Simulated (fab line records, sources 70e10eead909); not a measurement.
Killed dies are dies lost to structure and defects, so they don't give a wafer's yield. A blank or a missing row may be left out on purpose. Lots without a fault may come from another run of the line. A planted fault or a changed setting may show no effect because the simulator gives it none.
Which tool did it? | flow nand_harc | 12 lots, 36 wafers sampled, at 6 steps of a route of 1159

WHAT THE GAUGES READ, wafer by wafer
NHARC_P_ZERO_WELL_CD_MEAS_24: target cd 720 nm.
lot  | measured    | on        | cd_nm (nm)
L844 | day 1 15:02 | cd_sem-03 | 720.1 721.0 720.7
L845 | day 1 20:35 | cd_sem-03 | 723.0 725.6 724.8
L846 | day 2 02:54 | cd_sem-02 | 722.2 723.7 722.3
L847 | day 2 08:35 | cd_sem-03 | 720.3 717.6 718.5
L848 | day 2 14:35 | cd_sem-01 | 718.5 717.4 719.6
L849 | day 2 20:37 | cd_sem-02 | 716.2 720.4 720.2
L851 | day 3 08:28 | cd_sem-01 | 721.4 720.3 718.7
L852 | day 3 14:35 | cd_sem-03 | 719.3 721.8 720.0
L855 | day 4 08:43 | cd_sem-03 | 706.5 704.9 706.0 706.8 704.8 706.0
L865 | day 6 20:37 | cd_sem-03 | 718.3 723.8 722.0
L866 | day 7 02:30 | cd_sem-03 | 719.9 720.0 718.9
L867 | day 7 08:35 | cd_sem-01 | 720.5 720.7 723.1

NHARC_P_STI_OVL_MEAS_10.
lot  | measured    | on         | overlay_x_nm (nm) | overlay_y_nm (nm)
L844 | day 2 11:34 | overlay-02 | 0 0 0             | -5 -5 -4
L845 | day 2 16:55 | overlay-02 | -12 -12 -12       | -3 -3 -3
L846 | day 2 23:17 | overlay-01 | 0 1 0             | 10 10 10
L847 | day 3 06:15 | overlay-02 | -11 -11 -11       | 10 10 10
L848 | day 3 14:52 | overlay-02 | 4 3 4             | 5 4 5
L849 | day 3 18:11 | overlay-02 | 10 9 9            | -13 -13 -13
L851 | day 4 01:49 | overlay-02 | 3 2 2             | -11 -11 -10
L852 | day 4 14:11 | overlay-01 | 6 6 6             | -1 -1 -1
L855 | day 5 17:20 | overlay-01 | 3 3 3             | 1 2 2
L865 | day 7 19:43 | overlay-01 | -5 -4 -4          | 7 7 6
L866 | day 7 23:34 | overlay-01 | 8 8 8             | -12 -13 -12
L867 | day 8 07:43 | overlay-02 | 6 6 6             | -3 -3 -4

NHARC_END_SORT_01.
lot  | measured     | on        | killed_at_array | killed_at_other | killed_at_periphery | killed_dies | killed_open | killed_short
L846 | day 19 21:23 | prober-02 | 22 23 12        | 0 1 0           | 4 4 4               | 26 28 16    | 1 3 1       | 1 3 2
L848 | day 20 15:05 | prober-01 | 36 32 21        | 0 0 1           | 4 5 1               | 40 37 23    | 8 6 2       | 2 1 1
L851 | day 20 14:20 | prober-02 | 30 30 25        | 0 0 0           | 2 2 3               | 32 32 28    | 4 2 8       | 8 2 0
L865 | day 25 08:58 | prober-02 | 41              | 1               | 0                   | 42          | 3           | 3

WHICH TOOL RAN EACH LOT (tool, then ch and the chambers of the sampled wafers, then the start)
lot  | NHARC_P_ZERO_WELL_ETCH_65         | NHARC_P_ZERO_WELL_EXPOSE_21      | NHARC_P_ZERO_WELL_DESCUM_26
L844 | rie_diel-04 ch 0,1,3, day 1 13:58 | krf_scanner-02 ch 0, day 1 14:53 | rie_diel-07 ch 2,3, day 1 15:12
L845 | rie_diel-04 ch 0,1,2, day 1 19:29 | krf_scanner-01 ch 0, day 1 20:26 | rie_diel-04 ch 0,1,2, day 1 20:45
L846 | rie_diel-07 ch 1,2, day 2 01:47   | krf_scanner-02 ch 0, day 2 02:45 | rie_diel-07 ch 0,2,3, day 2 03:04
L847 | rie_diel-04 ch 0,3, day 2 07:29   | krf_scanner-03 ch 0, day 2 08:26 | rie_diel-11 ch 0,1,3, day 2 08:46
L848 | rie_diel-07 ch 1,2,3, day 2 13:30 | krf_scanner-01 ch 0, day 2 14:26 | rie_diel-04 ch 0,2,3, day 2 14:47
L849 | rie_diel-07 ch 0,2,3, day 2 19:30 | krf_scanner-02 ch 0, day 2 20:28 | rie_diel-07 ch 0,1,2, day 2 20:47
L851 | rie_diel-11 ch 0,1,3, day 3 07:29 | krf_scanner-02 ch 0, day 3 08:18 | rie_diel-04 ch 0,2,3, day 3 08:37
L852 | rie_diel-07 ch 0,1,2, day 3 13:30 | krf_scanner-03 ch 0, day 3 14:26 | rie_diel-04 ch 0,2,3, day 3 14:47
L855 | rie_diel-04 ch 0,1,2, day 4 07:36 | krf_scanner-03 ch 0, day 4 08:33 | rie_diel-11 ch 1,3, day 4 23:01
L865 | rie_diel-04 ch 0,3, day 6 19:29   | krf_scanner-03 ch 0, day 6 20:27 | rie_diel-11 ch 1,2,3, day 6 20:49
L866 | rie_diel-07 ch 1,2,3, day 7 01:31 | krf_scanner-03 ch 0, day 7 02:20 | rie_diel-11 ch 2,3, day 7 02:40
L867 | rie_diel-11 ch 0,2, day 7 07:29   | krf_scanner-02 ch 0, day 7 08:25 | rie_diel-07 ch 0,1,3, day 7 08:46
- NHARC_P_ZERO_WELL_ETCH_65: etches the open film in N2/H2, target depth 80 nm, overetch 24 nm, time 87.88 s.
- NHARC_P_ZERO_WELL_EXPOSE_21: exposes mask P NWELL, target cd 720 nm.
- NHARC_P_ZERO_WELL_DESCUM_26: chemistry O2, time 3 s.

WHAT THE TOOLS THEMSELVES READ (means of the sampled wafers that have a number; where no wafer has one, the mark that the record gives instead)
NHARC_P_ZERO_WELL_ETCH_65.
lot  | tool        | drypump_motor_current_A (A) | oes_product_au (a.u.) | rf_vpp_V (V) | showerhead_plenum_p_Torr (Torr) | throttle_valve_pct (%)
L844 | rie_diel-04 | 6.2                         | 0.995                 | 431.6        | 2.10                            | 14.163
L845 | rie_diel-04 | 6.2                         | 0.995                 | 431.1        | 2.08                            | 14.172
L846 | rie_diel-07 | 5.8                         | 0.999                 | 429.0        | 2.00                            | 14.172
L847 | rie_diel-04 | 6.2                         | 0.990                 | 431.6        | 2.10                            | 14.179
L848 | rie_diel-07 | 5.7                         | 1.001                 | 430.7        | 2.02                            | 14.168
L849 | rie_diel-07 | 5.5                         | 1.001                 | 429.2        | 2.00                            | 14.176
L851 | rie_diel-11 | 5.9                         | 1.001                 | 431.2        | 2.09                            | 14.161
L852 | rie_diel-07 | 5.6                         | 1.001                 | 432.1        | 2.07                            | 14.172
L855 | rie_diel-04 | 6.2                         | 0.995                 | 431.2        | 2.08                            | 14.168
L865 | rie_diel-04 | 6.2                         | 0.994                 | 432.3        | 2.10                            | 14.171
L866 | rie_diel-07 | 5.6                         | 0.992                 | 430.5        | 2.02                            | 14.173
L867 | rie_diel-11 | 6.0                         | 1.012                 | 433.0        | 2.12                            | 14.175

NHARC_P_ZERO_WELL_DESCUM_26.
lot  | tool        | drypump_motor_current_A (A) | oes_product_au (a.u.) | rf_vpp_V (V) | showerhead_plenum_p_Torr (Torr) | throttle_valve_pct (%)
L844 | rie_diel-07 | 5.6                         | 0.995                 | 57.3         | 1.82                            | 11.307
L845 | rie_diel-04 | 6.2                         | 0.998                 | 57.7         | 1.95                            | 11.319
L846 | rie_diel-07 | 5.5                         | 0.998                 | 57.9         | 1.88                            | 11.316
L847 | rie_diel-11 | 5.9                         | 1.003                 | 57.3         | 1.96                            | 11.309
L848 | rie_diel-04 | 6.2                         | 0.992                 | 57.5         | 1.95                            | 11.307
L849 | rie_diel-07 | 5.6                         | 0.995                 | 57.8         | 1.94                            | 11.310
L851 | rie_diel-04 | 6.2                         | 0.989                 | 57.9         | 1.95                            | 11.307
L852 | rie_diel-04 | 6.2                         | 0.994                 | 57.4         | 1.95                            | 11.299
L855 | rie_diel-11 | 6.1                         | 1.008                 | 57.2         | 1.89                            | 11.312
L865 | rie_diel-11 | 5.9                         | 1.005                 | 57.6         | 1.93                            | 11.308
L866 | rie_diel-11 | 5.6                         | 1.010                 | 58.6         | 1.97                            | 11.305
L867 | rie_diel-07 | 5.5                         | 0.991                 | 57.0         | 1.96                            | 11.313

THE ANSWER, worked out from the rows above alone
Rule: what is usual is taken from the lots themselves. Put in order of their means at a reading, lots are off if they are a third of the lots or fewer, leave a main group of 4 or more, and stand apart from it by a gap of 3 or more times the standard deviation of the main group's means; of several such gaps the widest counts. A main group whose means are all the same, to the digits that the tables above print for the reading, isn't used. A lot without any number at a reading at which 4 lots or more have one is off too. The other lots that the step has rows for count as sound. The gauges are gone through in route order, then the tools' own readings, and for those a lot's mean is taken as printed above. The first step at which some lot is off is used, and at that step the reading that is off furthest; a lot without a number counts as furthest.
Off: L855, at NHARC_P_ZERO_WELL_CD_MEAS_24 (cd_nm). The main group: mean 720.6 nm, standard deviation 1.7.
A tool fits if, at a process step before that reading, it ran every lot that is off, and no sound lot after the first of them. The gauges at NHARC_P_ZERO_WELL_CD_MEAS_24 aren't tried: what is off there is off at NHARC_P_ZERO_WELL_DESCUM_26 too, on other tools, and a gauge's error can't cause that. None of those tried fits.

WHAT THE SIMULATOR HAD PUT IN
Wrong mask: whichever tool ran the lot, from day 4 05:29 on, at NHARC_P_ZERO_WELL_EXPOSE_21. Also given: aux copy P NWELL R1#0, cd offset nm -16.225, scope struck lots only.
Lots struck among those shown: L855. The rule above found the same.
